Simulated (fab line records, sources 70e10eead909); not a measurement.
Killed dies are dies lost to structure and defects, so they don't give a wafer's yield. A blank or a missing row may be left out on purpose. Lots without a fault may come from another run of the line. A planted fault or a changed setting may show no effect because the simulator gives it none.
Which tool did it? | flow nand_harc | 11 lots, 33 wafers sampled, at 5 steps of a route of 1302

WHAT THE GAUGES READ, wafer by wafer
NHARC_P_CONTACT_INSPECT_14. Usual: raw_defect_count 4.0, standard deviation 2.4.
lot  | measured     | on                | raw_defect_count | flag
L634 | day 6 11:02  | defect_inspect-01 | 6 5 7            |
L635 | day 6 11:42  | defect_inspect-01 | 6 3 5            |
L638 | day 7 13:16  | defect_inspect-01 | 4 3 4            |
L642 | day 9 11:43  | defect_inspect-02 | 3 2 2            |
L644 | day 9 16:46  | defect_inspect-01 | 2 4 4            |
L651 | day 12 20:24 | defect_inspect-01 | 3 5 11           |
L652 | day 13 08:41 | defect_inspect-02 | 5 3 5            |
L653 | day 13 14:39 | defect_inspect-02 | 2 1 1            |
L655 | day 14 17:55 | defect_inspect-01 | 4 1 7            |
L656 | day 14 23:12 | defect_inspect-02 | 4 2 3            |
L657 | day 15 07:35 | defect_inspect-02 | 2 2 7            |

NHARC_END_SORT_01. Usual: defect_limited_yield 93.3 %, standard deviation 1.5; killed_at_array 41, standard deviation 10; killed_at_other 0.8, standard deviation 0.91; killed_at_periphery 4.2, standard deviation 2.9; killed_dies 46, standard deviation 10; killed_open 3.5, standard deviation 2.1; killed_short 2.5, standard deviation 1.6; sort_bin_2_pct 2.4 %, standard deviation 0.71; sort_bin_3_pct 0.6 %, standard deviation 0.33; sort_bin_4_pct 3.8 %, standard deviation 0.93; sort_n_pass 631, standard deviation 10; sort_rim_yield_pct 86 %, standard deviation 4.5; sort_yield_pct 93.3 %, standard deviation 1.5.
lot  | measured     | on        | defect_limited_yield (%) | killed_at_array | killed_at_other | killed_at_periphery | killed_dies | killed_open | killed_short | sort_bin_2_pct (%) | sort_bin_3_pct (%) | sort_bin_4_pct (%) | sort_n_pass | sort_rim_yield_pct (%) | sort_yield_pct (%) | flag
L634 | day 25 11:20 | prober-01 | 91.6 94.1 93.5           | 51 35 39        | 2 1 0           | 4 4 5               | 57 40 44    | 3 4 3       | 2 6 2        | 3.4 2.1 3.2        | 1.0 0.7 0.4        | 4.0 3.1 2.8        | 620 637 633 | 82 89 86               | 91.6 94.1 93.5     |
L635 | day 25 02:41 | prober-01 | 93.2 93.5 92.9           | 43 42 42        | 0 1 2           | 3 1 4               | 46 44 48    | 3 2 0       | 1 2 4        | 1.9 1.9 2.8        | 0.7 0.4 0.3        | 4.1 4.1 4.0        | 631 633 629 | 88 89 86               | 93.2 93.5 92.9     |
L638 | day 25 17:22 | prober-02 | 93.9 93.5 93.8           | 32 34 34        | 0 1 0           | 9 9 8               | 41 44 42    | 4 3 2       | 2 1 4        | 2.2 2.4 1.9        | 0.1 0.1 0.1        | 3.7 4.0 4.1        | 636 633 635 | 87 87 88               | 93.9 93.5 93.8     |
L642 | day 28 00:54 | prober-01 | 94.2 93.9 93.4           | 36 35 42        | 1 2 2           | 2 4 1               | 39 41 45    | 4 3 4       | 4 4 2        | 2.1 1.8 2.5        | 0.9 0.6 0.4        | 2.8 3.7 3.7        | 638 636 632 | 92 88 88               | 94.2 93.9 93.4     |
L644 | day 28 00:59 | prober-02 | 95.4 95.0 95.3           | 22 24 20        | 2 1 0           | 7 9 12              | 31 34 32    | 3 3 4       | 4 5 2        | 1.6 1.3 1.8        | 0.6 0.3 0.1        | 2.4 3.4 2.8        | 646 643 645 | 89 87 90               | 95.4 95.0 95.3     |
L651 | day 31 00:32 | prober-01 | 93.5 93.4 94.2           | 34 37 31        | 2 1 2           | 8 7 6               | 44 45 39    | 3 3 1       | 2 1 2        | 1.6 2.4 2.4        | 0.6 0.3 0.4        | 4.3 4.0 3.0        | 633 632 638 | 92 93 89               | 93.5 93.4 94.2     |
L652 | day 31 09:58 | prober-01 | 91.0 90.8 92.8           | 52 55 47        | 1 1 0           | 8 6 2               | 61 62 49    | 5 1 4       | 3 5 1        | 2.8 3.4 2.8        | 0.6 0.9 0.7        | 5.6 4.9 3.7        | 616 615 628 | 81 76 80               | 91.0 90.8 92.8     |
L653 | day 31 20:23 | prober-01 | 92.8 93.4 91.3           | 49 42 55        | 0 2 1           | 0 1 3               | 49 45 59    | 4 5 3       | 0 3 3        | 3.4 3.0 3.7        | 0.3 0.6 1.2        | 3.5 3.1 3.8        | 628 632 618 | 82 88 80               | 92.8 93.4 91.3     |
L655 | day 34 12:41 | prober-01 | 93.4 92.8 92.5           | 37 38 40        | 1 2 1           | 7 9 10              | 45 49 51    | 2 2 2       | 1 3 2        | 2.5 2.7 2.8        | 0.4 0.4 0.4        | 3.7 4.1 4.3        | 632 628 626 | 91 90 86               | 93.4 92.8 92.5     |
L656 | day 34 11:05 | prober-02 | 92.9 92.0 90.5           | 41 49 56        | 0 1 2           | 7 4 6               | 48 54 64    | 2 2 3       | 4 4 6        | 2.4 3.0 4.0        | 1.3 0.7 1.0        | 3.4 4.3 4.4        | 629 623 613 | 88 89 83               | 92.9 92.0 90.5     |
L657 | day 34 00:18 | prober-02 | 93.6 93.4 94.2           | 41 41 33        | 0 0 1           | 2 4 5               | 43 45 39    | 2 2 8       | 0 2 1        | 2.1 2.8 1.5        | 0.4 0.6 0.4        | 3.8 3.2 3.8        | 634 632 638 | 82 85 87               | 93.6 93.4 94.2     |

WHICH TOOL RAN EACH LOT (tool, then ch and the chambers of the sampled wafers, then the start)
lot  | NHARC_P_CONTACT_DESCUM_17          | NHARC_P_CONTACT_ETCH_36                       | NHARC_P_M0_DEP_00
L634 | rie_diel-13 ch 0,2,3, day 6 11:06  | rie_diel-13 ch 0,3, day 6 14:21 or earlier    | pecvd-03 ch 0,1,2, day 6 14:21
L635 | rie_diel-09 ch 0,1,3, day 6 11:46  | rie_diel-09 ch 0,3, day 6 15:08 or earlier    | pecvd-03 ch 1,2, day 6 15:08
L638 | rie_diel-02 ch 0,1,3, day 7 13:20  | rie_diel-02 ch 0,1,2, day 7 16:29 or earlier  | pecvd-01 ch 0,1, day 7 16:29
L642 | rie_diel-09 ch 0,1,3, day 9 11:47  | rie_diel-09 ch 2,3, day 9 15:01 or earlier    | pecvd-03 ch 0,1, day 9 15:01
L644 | rie_diel-02 ch 1,2, day 9 16:50    | rie_diel-02 ch 0,2, day 9 19:58 or earlier    | pecvd-03 ch 0,1,2, day 9 19:58
L651 | rie_diel-09 ch 0,1,2, day 12 20:28 | rie_diel-09 ch 0,1,3, day 12 23:35 or earlier | pecvd-03 ch 0,1,2, day 12 23:35
L652 | rie_diel-09 ch 1,2,3, day 13 08:46 | rie_diel-09 ch 2,3, day 13 12:01 or earlier   | pecvd-03 ch 0,1,2, day 13 12:01
L653 | rie_diel-09 ch 0,1,3, day 13 14:44 | rie_diel-09 ch 0,2,3, day 13 17:59 or earlier | pecvd-02 ch 0,1,2, day 13 17:59
L655 | rie_diel-09 ch 0,1,3, day 14 17:59 | rie_diel-09 ch 0,1,2, day 14 21:12 or earlier | pecvd-02 ch 0,2, day 14 21:12
L656 | rie_diel-09 ch 1,3, day 14 23:16   | rie_diel-09 ch 1,2,3, day 15 02:31 or earlier | pecvd-03 ch 0,1, day 15 02:31
L657 | rie_diel-09 ch 0,1,2, day 15 07:40 | rie_diel-09 ch 1,2, day 15 10:49 or earlier   | pecvd-01 ch 0,1,2, day 15 10:49
- NHARC_P_CONTACT_DESCUM_17: chemistry O2, time 3 s.
- NHARC_P_CONTACT_ETCH_36: etches the open film in N2/H2, target depth 260 nm, time 406.25 s.
- NHARC_P_M0_DEP_00: deposits SiOC, target thk 150 nm.

WHAT THE TOOLS THEMSELVES READ (means of the sampled wafers that have a number; where no wafer has one, the mark that the record gives instead)
NHARC_P_CONTACT_DESCUM_17. Usual: drypump_motor_current_A 5.7 A, standard deviation 0.48; mfc_ar_sccm 0.019 sccm, standard deviation 0.014; oes_product_au 1.001 a.u., standard deviation 0.01; rf_vpp_V 58.0 V, standard deviation 0.93; showerhead_plenum_p_Torr 1.95 Torr, standard deviation 0.079; throttle_valve_pct 11.312 %, standard deviation 0.0095.
lot  | tool        | drypump_motor_current_A (A) | mfc_ar_sccm (sccm) | oes_product_au (a.u.) | rf_vpp_V (V) | showerhead_plenum_p_Torr (Torr) | throttle_valve_pct (%) | flag
L634 | rie_diel-13 | 5.6                         | 0.005              | 1.003                 | 58.2         | 1.95                            | 11.319                 |
L635 | rie_diel-09 | 6.2                         | 0.028              | 1.004                 | 58.3         | 1.98                            | 11.311                 |
L638 | rie_diel-02 | 5.5                         | 0.007              | 1.006                 | 58.2         | 1.96                            | 11.309                 |
L642 | rie_diel-09 | 6.1                         | 0.028              | 0.991                 | 58.0         | 1.98                            | 11.306                 |
L644 | rie_diel-02 | 5.5                         | 0.002              | 1.012                 | 57.5         | 2.02                            | 11.316                 |
L651 | rie_diel-09 | 5.8                         | 0.024              | 0.998                 | 58.7         | 1.95                            | 11.312                 |
L652 | rie_diel-09 | 5.8                         | 0.026              | 0.997                 | 58.1         | 1.91                            | 11.310                 |
L653 | rie_diel-09 | 6.2                         | 0.028              | 1.007                 | 58.3         | 1.98                            | 11.317                 |
L655 | rie_diel-09 | 6.2                         | 0.028              | 0.995                 | 58.7         | 1.98                            | 11.320                 |
L656 | rie_diel-09 | 6.2                         | 0.030              | 0.995                 | 58.3         | 1.95                            | 11.320                 |
L657 | rie_diel-09 | 5.8                         | 0.024              | 0.996                 | 57.9         | 1.94                            | 11.309                 |

NHARC_P_CONTACT_ETCH_36. Usual: drypump_motor_current_A 5.8 A, standard deviation 0.48; mfc_ar_sccm 0.019 sccm, standard deviation 0.014; oes_product_au 1.001 a.u., standard deviation 0.0093; rf_vpp_V 431.7 V, standard deviation 2.5; showerhead_plenum_p_Torr 2.08 Torr, standard deviation 0.085; throttle_valve_pct 14.170 %, standard deviation 0.0085.
lot  | tool        | drypump_motor_current_A (A) | mfc_ar_sccm (sccm) | oes_product_au (a.u.) | rf_vpp_V (V) | showerhead_plenum_p_Torr (Torr) | throttle_valve_pct (%) | flag
L634 | rie_diel-13 | 5.9                         | 0.005              | 1.017                 | 428.6        | 1.98                            | 14.170                 |
L635 | rie_diel-09 | 6.1                         | 0.034              | 0.998                 | 433.3        | 2.16                            | 14.177                 |
L638 | rie_diel-02 | 5.5                         | 0.001              | 0.999                 | 432.5        | 2.13                            | 14.171                 |
L642 | rie_diel-09 | 5.8                         | 0.035              | 0.999                 | 430.2        | 2.05                            | 14.172                 |
L644 | rie_diel-02 | 5.6                         | 0.002              | 1.004                 | 433.0        | 2.11                            | 14.174                 |
L651 | rie_diel-09 | 6.1                         | 0.028              | 0.999                 | 433.3        | 2.11                            | 14.164                 |
L652 | rie_diel-09 | 5.4                         | 0.031              | 1.008                 | 429.9        | 2.01                            | 14.172                 |
L653 | rie_diel-09 | 5.8                         | 0.033              | 1.005                 | 431.7        | 2.09                            | 14.171                 |
L655 | rie_diel-09 | 5.8                         | 0.024              | 1.004                 | 431.1        | 2.07                            | 14.165                 |
L656 | rie_diel-09 | 5.8                         | 0.026              | 0.993                 | 430.7        | 2.04                            | 14.164                 |
L657 | rie_diel-09 | 5.5                         | 0.022              | 0.996                 | 430.0        | 2.00                            | 14.168                 |

NHARC_P_M0_DEP_00. Usual: rf_fwd_power_W 598.5 W, standard deviation 1.7.
lot  | tool     | rf_fwd_power_W (W) | flag
L634 | pecvd-03 | 599.4              |
L635 | pecvd-03 | 598.1              |
L638 | pecvd-01 | 597.1              |
L642 | pecvd-03 | 536.8              | OFF
L644 | pecvd-03 | 566.8              | OFF
L651 | pecvd-03 | 598.6              |
L652 | pecvd-03 | 599.5              |
L653 | pecvd-02 | 598.8              |
L655 | pecvd-02 | 597.6              |
L656 | pecvd-03 | 600.2              |
L657 | pecvd-01 | 599.0              |

THE ANSWER, worked out from the rows above alone
Rule: a lot is off if the mean of its wafers that have a number lies more than 3 standard deviations from the usual mean. A lot without any number at a reading at which 4 lots or more have one is off too. The other lots that the step has rows for count as sound. The gauges are gone through in route order, then the tools' own readings, and for those a lot's mean is taken as printed above. The first step at which some lot is off is used, and at that step the reading that is off furthest; a lot without a number counts as furthest.
Off: L642, L644, at NHARC_P_M0_DEP_00 (rf_fwd_power_W).
A tool fits if, at that step or a process step before it, it ran every lot that is off, and no sound lot after the first of them. NHARC_P_CONTACT_ETCH_36 gives no start for some lots, so the hours and the order of its lots are those of NHARC_P_M0_DEP_00. None of those tried fits.

WHAT THE SIMULATOR HAD PUT IN
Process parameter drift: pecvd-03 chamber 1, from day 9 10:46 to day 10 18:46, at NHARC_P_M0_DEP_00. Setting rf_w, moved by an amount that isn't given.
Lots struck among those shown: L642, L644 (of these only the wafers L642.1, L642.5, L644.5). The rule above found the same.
